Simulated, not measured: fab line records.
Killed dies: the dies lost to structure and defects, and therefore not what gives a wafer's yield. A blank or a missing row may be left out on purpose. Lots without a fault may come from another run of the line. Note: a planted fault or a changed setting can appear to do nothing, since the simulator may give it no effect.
Comparing a struck lot with a sound one | flow nandHarc | 40 out of 1159 route steps
Sound: wafers L476.1, L476.4, L476.6. Wafers L484.2, L484.3, L484.5 were the ones struck. The cause comes at the end.
At each step with rows: each side's tool, then ch and its chambers, then its first start. Under that, the readings that differ: sound wafers | struck wafers | difference of the means | sigmas: that difference in standard deviations of wafers without a fault.
alike: same words and numbers on both sides, and readings whose means sit less than 2 such deviations apart. not compared: any withheld reading, any reading some wafer has no value for, any bound like >300 that may hide the same value, and any number with overlapping values for which the record gives no deviation.
The two part at a step that has a row with sigmas, a row that says differs or no value, or rows on one side only. Non-overlapping numbers with no deviation appear without sigmas and do not part them. Lack of a reading on every wafer of one side parts them only where that side has two or more wafers.

first, 11 steps without rows for these wafers: NHARC_A_STAIRCASE_COAT_244; NHARC_A_STAIRCASE_SOFTBAKE_245 (time 170 s); NHARC_A_STAIRCASE_EBR_246; NHARC_A_STAIRCASE_EXPOSE_247 (exposes mask SDS 1); NHARC_A_STAIRCASE_PEB_248 (peb time 130 s); NHARC_A_STAIRCASE_DEVELOP_249 (time 140 s); NHARC_A_STAIRCASE_HARDBAKE_251 (time 140 s); NHARC_A_STAIRCASE_DESCUM_252 (chemistry O2, time 3 s); NHARC_A_STAIRCASE_ETCH_253 (etches the open film in C4F8/O2, target depth 50 nm, time 20.2 s); NHARC_A_STAIRCASE_STRIP_254 (strips in O2); NHARC_A_STAIRCASE_STRIP_255 (strips in SPM, time 900 s).
NHARC_A_STAIRCASE_PRECLEAN_256: cleans in SC1.
  sound on wetBench-02 ch 0,3,4, day 14 13:20; struck on wetBench-02 ch 0,3,7, day 17 03:58
then, 2 steps without rows for these wafers: NHARC_A_STAIRCASE_SRD_257; NHARC_A_STAIRCASE_HM_DEP_456 (deposits aC, target thk 1500 nm).
NHARC_A_STAIRCASE_DEP_259: deposits SiON, target thk 30 nm.
  sound on pecvd-04 ch 0,1,2, day 14 15:40; struck on pecvd-03 ch 0,2, day 17 06:14
  alike: chamberPressureTorr, heaterPowerW, showerheadVppV
then, 10 steps without rows for these wafers: NHARC_A_STAIRCASE_DEHYDRATE_281 (time 120 s); NHARC_A_STAIRCASE_HMDS_282 (time 30 s); NHARC_A_STAIRCASE_COAT_283; NHARC_A_STAIRCASE_SOFTBAKE_284 (time 170 s); NHARC_A_STAIRCASE_EBR_285; NHARC_A_STAIRCASE_EXPOSE_286 (exposes mask CHOP 100); NHARC_A_STAIRCASE_PEB_287 (peb time 130 s); NHARC_A_STAIRCASE_DEVELOP_288 (time 140 s); NHARC_A_STAIRCASE_HARDBAKE_290 (time 140 s); NHARC_A_STAIRCASE_DESCUM_291 (chemistry O2, time 3 s).
NHARC_A_STAIRCASE_ETCH_292: etches the open film in CF4/CHF3.
  sound on rieDiel-13 ch 0,1,3, day 14 16:43; struck on rieDiel-13 ch 0,1,2, day 17 07:13
  alike: drypumpMotorCurrentA, oesProductAu, rfVppV, showerheadPlenumPTorr, throttleValvePct
  not compared: rfHoursCounterH
NHARC_A_STAIRCASE_HM_OPEN_460: chemistry O2/COS.
  sound on rieDiel-13 ch 0,1,2; struck on rieDiel-13 ch 2,3
  alike: drypumpMotorCurrentA, oesProductAu, rfVppV, showerheadPlenumPTorr, throttleValvePct
  not compared: rfHoursCounterH
then, 2 steps without rows for these wafers: NHARC_A_STAIRCASE_STRIP_461 (strips in O2/COS); NHARC_A_STAIRCASE_ETCH_452 (etches the open film in CF4/O2, target depth 30 nm, overetch 3 nm, time 16.5 s).
NHARC_A_STAIRCASE_ETCH_294: etches the open film in C4F8/O2/Ar, target depth 4992 nm, time 1212.4 s.
  sound on rieDiel-13 ch 0,1,3; struck on rieDiel-13 ch 0,2,3
  alike: oesProductAu, rfVppV
  not compared: rfHoursCounterH
NHARC_A_STAIRCASE_STRIP_295: strips in O2.
  sound on rieDiel-13 ch 0,2,3; struck on rieDiel-13 ch 0,2,3
  alike: drypumpMotorCurrentA, oesProductAu, rfVppV, showerheadPlenumPTorr, throttleValvePct
  not compared: rfHoursCounterH
then, 8 steps without rows for these wafers: NHARC_A_STAIRCASE_STRIP_296 (strips in SPM, time 900 s); NHARC_A_STAIRCASE_PRECLEAN_297 (cleans in SC1); NHARC_A_STAIRCASE_SRD_298; NHARC_A_STAIRCASE_HM_DEP_462 (deposits aC, target thk 800 nm); NHARC_A_STAIRCASE_DEP_301 (deposits SiON, target thk 30 nm); NHARC_A_STAIRCASE_DEHYDRATE_302 (time 120 s); NHARC_A_STAIRCASE_HMDS_303 (time 30 s); NHARC_A_STAIRCASE_COAT_304.
-- jump in the record: it breaks off in module A_STAIRCASE and resumes in module END (first step shown: number 1159 of the route), and 7 days separate the struck wafers' starts before and after --
NHARC_END_SORT_01:
  the record has rows for the struck wafers here (prober-01 ch 0, day 24 12:19) and none for the sound ones

WHERE THEY PART
NHARC_END_SORT_01 only, going by this record.

WHY: whatever the simulator had introduced
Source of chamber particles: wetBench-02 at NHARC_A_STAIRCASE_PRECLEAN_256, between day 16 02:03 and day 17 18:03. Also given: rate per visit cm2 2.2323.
